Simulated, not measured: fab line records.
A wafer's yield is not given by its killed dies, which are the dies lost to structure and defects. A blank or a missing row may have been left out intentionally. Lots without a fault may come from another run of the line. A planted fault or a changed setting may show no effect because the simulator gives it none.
Which of the tools did it? | flow n5-finfet | 30 wafers from 10 lots sampled at 6 of the route's 1938 steps

== WHAT THE GAUGES SHOWED, per wafer ==
N5_BEOL_M9_INSPECT_58: inspects for defects (darkfield).
lot  | measured     | on                | raw-defect-count
L124 | day 10 07:28 | defect-inspect-02 | 51 93 64
L125 | day 10 10:28 | defect-inspect-01 | 82 104 73
L127 | day 11 04:50 | defect-inspect-02 | 58 80 55
L128 | day 11 06:19 | defect-inspect-02 | 93 127 108
L136 | day 13 15:35 | defect-inspect-02 | 1050 998 955
L137 | day 13 15:02 | defect-inspect-01 | 1037 934 941
L143 | day 15 08:45 | defect-inspect-02 | 102 80 57
L144 | day 15 19:00 | defect-inspect-01 | 56 50 64
L146 | day 15 21:55 | defect-inspect-01 | 45 42 75
L145 | day 15 22:11 | defect-inspect-02 | 56 88 126

N5_BEOL_M10_INSPECT_13: inspects for defects (brightfield).
lot  | measured     | on                | raw-defect-count
L124 | day 10 10:05 | defect-inspect-02 | 426 431 325
L125 | day 10 12:02 | defect-inspect-01 | 559 550 475
L127 | day 11 08:08 | defect-inspect-01 | 364 389 418
L128 | day 11 08:46 | defect-inspect-01 | 513 638 620
L136 | day 13 18:53 | defect-inspect-02 | 1397 1429 1267
L137 | day 13 18:42 | defect-inspect-02 | 1473 1315 1223
L143 | day 15 10:59 | defect-inspect-01 | 423 440 381
L144 | day 15 21:50 | defect-inspect-01 | 370 253 350
L146 | day 15 23:31 | defect-inspect-01 | 324 264 299
L145 | day 16 00:06 | defect-inspect-02 | 467 687 623

== WHICH TOOL RAN EACH LOT (tool, then ch and the chambers of the sampled wafers, then the start) ==
lot  | N5_BEOL_M9_ETCH_41                            | N5_BEOL_M9_PRE_CLEAN_45      | N5_BEOL_M9_DEP_56               | N5_BEOL_M10_PECVD_70
L124 | rie-diel-02 ch 0,1,2, day 10 05:25 or earlier | pvd-sputter-02, day 10 05:25 | pecvd-03 ch 0,2, day 10 07:22   | pecvd-02 ch 0,1, day 10 08:08
L125 | rie-diel-03 ch 0,2,3, day 10 06:50 or earlier | pvd-sputter-01, day 10 06:50 | pecvd-01 ch 0,1, day 10 10:22   | pecvd-03 ch 0,1, day 10 11:09
L127 | rie-diel-06 ch 1,2,3, day 11 02:02 or earlier | pvd-sputter-03, day 11 02:02 | pecvd-01 ch 0,1,2, day 11 04:44 | pecvd-03 ch 0,1, day 11 05:31
L128 | rie-diel-02 ch 0,1,2, day 11 03:23 or earlier | pvd-sputter-02, day 11 03:23 | pecvd-04 ch 0,2, day 11 06:13   | pecvd-02 ch 0,1,2, day 11 06:59
L136 | rie-diel-02 ch 0,1,3, day 13 13:29 or earlier | pvd-sputter-03, day 13 13:29 | pecvd-04 ch 0,1,2, day 13 15:29 | pecvd-03 ch 0,1, day 13 16:28
L137 | rie-diel-03 ch 1,2, day 13 12:46 or earlier   | pvd-sputter-02, day 13 12:46 | pecvd-04 ch 0,1, day 13 14:56   | pecvd-02 ch 0,1, day 13 15:59
L143 | rie-diel-06 ch 0,2,3, day 15 07:02 or earlier | pvd-sputter-03, day 15 07:02 | pecvd-01 ch 0,1,2, day 15 08:39 | pecvd-03 ch 0,1,2, day 15 09:54
L144 | rie-diel-02 ch 0,1,2, day 15 17:13 or earlier | pvd-sputter-03, day 15 17:13 | pecvd-03 ch 0,1,2, day 15 18:54 | pecvd-03 ch 0,1,2, day 15 20:11
L146 | rie-diel-02 ch 0,1, day 15 20:18 or earlier   | pvd-sputter-02, day 15 20:18 | pecvd-01 ch 0,1, day 15 21:49   | pecvd-03 ch 1,2, day 15 22:35
L145 | rie-diel-02 ch 0,2, day 15 20:23 or earlier   | pvd-sputter-02, day 15 20:23 | pecvd-03 ch 0,1,2, day 15 22:05 | pecvd-03 ch 0,2, day 15 22:50
- N5_BEOL_M9_ETCH_41: etches SiCN in CH3F/O2, target depth 36.6 nm, time 70.1 s.
- N5_BEOL_M9_PRE_CLEAN_45: time 30 s.
- N5_BEOL_M9_DEP_56: deposits SiCN from 3MS/NH3, target thk 15 nm, time 26.5 s.
- N5_BEOL_M10_PECVD_70: deposits SiO2 from TEOS/O2, target thk 20 nm, time 22.7 s.

== WHAT THE TOOLS THEMSELVES READ (means of the sampled wafers that have a number; where no wafer has one, the mark that the record gives instead) ==
N5_BEOL_M9_ETCH_41.
lot  | tool        | O2_flow_sccm (sccm) | bias-w (W) | drypump-motor-current-A (A) | oes-product-au (a.u.) | rf-vpp-V (V) | showerhead-plenum-p-Torr (Torr) | throttle-valve-pct (%)
L124 | rie-diel-02 | 20.05               | 74.91      | 6.3                         | 0.82                  | 297.5        | 2.02                            | 16.18
L125 | rie-diel-03 | 19.98               | 75.01      | 6.2                         | 0.84                  | 298.0        | 2.02                            | 16.13
L127 | rie-diel-06 | 19.97               | 74.92      | 5.4                         | 0.83                  | 297.9        | 2.02                            | 16.26
L128 | rie-diel-02 | 20.03               | 75.20      | 6.3                         | 0.79                  | 297.7        | 2.02                            | 16.20
L136 | rie-diel-02 | 19.99               | 74.83      | 6.0                         | 0.74                  | 297.6        | 2.00                            | 16.19
L137 | rie-diel-03 | 20.03               | 74.94      | 6.3                         | 0.82                  | 297.4        | 1.98                            | 16.30
L143 | rie-diel-06 | 20.00               | 75.04      | 5.6                         | 0.76                  | 297.5        | 2.03                            | 16.47
L144 | rie-diel-02 | 20.07               | 75.13      | 6.3                         | 0.84                  | 297.3        | 2.00                            | 16.08
L146 | rie-diel-02 | 20.03               | 75.11      | 6.4                         | 0.86                  | 297.5        | 2.04                            | 15.91
L145 | rie-diel-02 | 20.04               | 74.94      | 6.2                         | 0.90                  | 298.0        | 2.02                            | 15.97

N5_BEOL_M9_PRE_CLEAN_45.
lot  | tool           | heater-power-w (W)
L124 | pvd-sputter-02 | 325
L125 | pvd-sputter-01 | 332
L127 | pvd-sputter-03 | 301
L128 | pvd-sputter-02 | 327
L136 | pvd-sputter-03 | 300
L137 | pvd-sputter-02 | 309
L143 | pvd-sputter-03 | 324
L144 | pvd-sputter-03 | 321
L146 | pvd-sputter-02 | 345
L145 | pvd-sputter-02 | 341

N5_BEOL_M9_DEP_56.
lot  | tool     | chamber-pressure-Torr (Torr) | showerhead-plenum-p-Torr (Torr) | throttle-valve-pct (%)
L124 | pecvd-03 | 3.004                        | 3.673                           | 9.0
L125 | pecvd-01 | 3.004                        | 3.678                           | 8.7
L127 | pecvd-01 | 3.004                        | 3.673                           | 8.9
L128 | pecvd-04 | 3.006                        | 3.651                           | 9.1
L136 | pecvd-04 | 3.003                        | 3.656                           | 9.4
L137 | pecvd-04 | 2.998                        | 3.656                           | 9.7
L143 | pecvd-01 | 3.002                        | 3.671                           | 8.9
L144 | pecvd-03 | 3.000                        | 3.660                           | 9.3
L146 | pecvd-01 | 2.994                        | 3.677                           | 8.7
L145 | pecvd-03 | 2.992                        | 3.665                           | 9.4

N5_BEOL_M10_PECVD_70.
lot  | tool     | chamber-pressure-Torr (Torr) | heater-power-w (W) | showerhead-plenum-p-Torr (Torr) | throttle-valve-pct (%)
L124 | pecvd-02 | 5.512                        | 796                | 8.80                            | 21.8
L125 | pecvd-03 | 5.504                        | 661                | 8.71                            | 24.0
L127 | pecvd-03 | 5.499                        | 643                | 8.70                            | 23.2
L128 | pecvd-02 | 5.493                        | 761                | 8.76                            | 22.2
L136 | pecvd-03 | 5.504                        | 680                | 8.71                            | 23.9
L137 | pecvd-02 | 5.496                        | 828                | 8.78                            | 21.9
L143 | pecvd-03 | 5.515                        | 634                | 8.76                            | 23.1
L144 | pecvd-03 | 5.495                        | 733                | 8.77                            | 23.0
L146 | pecvd-03 | 5.515                        | 633                | 8.82                            | 22.3
L145 | pecvd-03 | 5.504                        | 742                | 8.82                            | 23.0

== THE ANSWER, worked out from the rows above alone ==
Rule: what is usual is taken from the lots themselves. Put in order of their means at a reading, lots are off if they are a third of the lots or fewer, leave a main group of 4 or more, and stand apart from it by a gap of 3 or more times the standard deviation of the main group's means; of several such gaps the widest counts. A main group is skipped when, at the precision printed for the reading in the tables above, its means are all equal. Also off: a lot with no number at a reading for which 4 or more lots have one. The other lots that the step has rows for count as sound. The gauges are gone through in route order, then the tools' own readings, and for those a lot's mean is taken as printed above. At the first step where some lot is off, the reading lying furthest off is the one used; lots without a number count as furthest.
Off: L136, L137, at N5_BEOL_M9_INSPECT_58 (raw-defect-count). Mean 76 and standard deviation 18 in the main group.
A tool fits if, at a process step before that reading, it ran every lot that is off, and no sound lot after the first of them. Those tools and the gauges at N5_BEOL_M9_INSPECT_58 are tried in the same way. N5_BEOL_M9_ETCH_41 gives no start for some lots, so the hours and the order of its lots are those of N5_BEOL_M9_PRE_CLEAN_45. One fits: N5_BEOL_M9_DEP_56 on pecvd-04. A fault onset in the window from L128 (day 11 06:13, its last sound lot) to L137 (day 13 14:56, its first lot off) fits.

== WHAT THE SIMULATOR HAD PUT IN ==
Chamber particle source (pecvd-04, N5_BEOL_M9_DEP_56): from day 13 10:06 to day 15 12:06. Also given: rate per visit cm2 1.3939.
Shown lots that were struck: L137, L136. This agrees with what the rule above found.
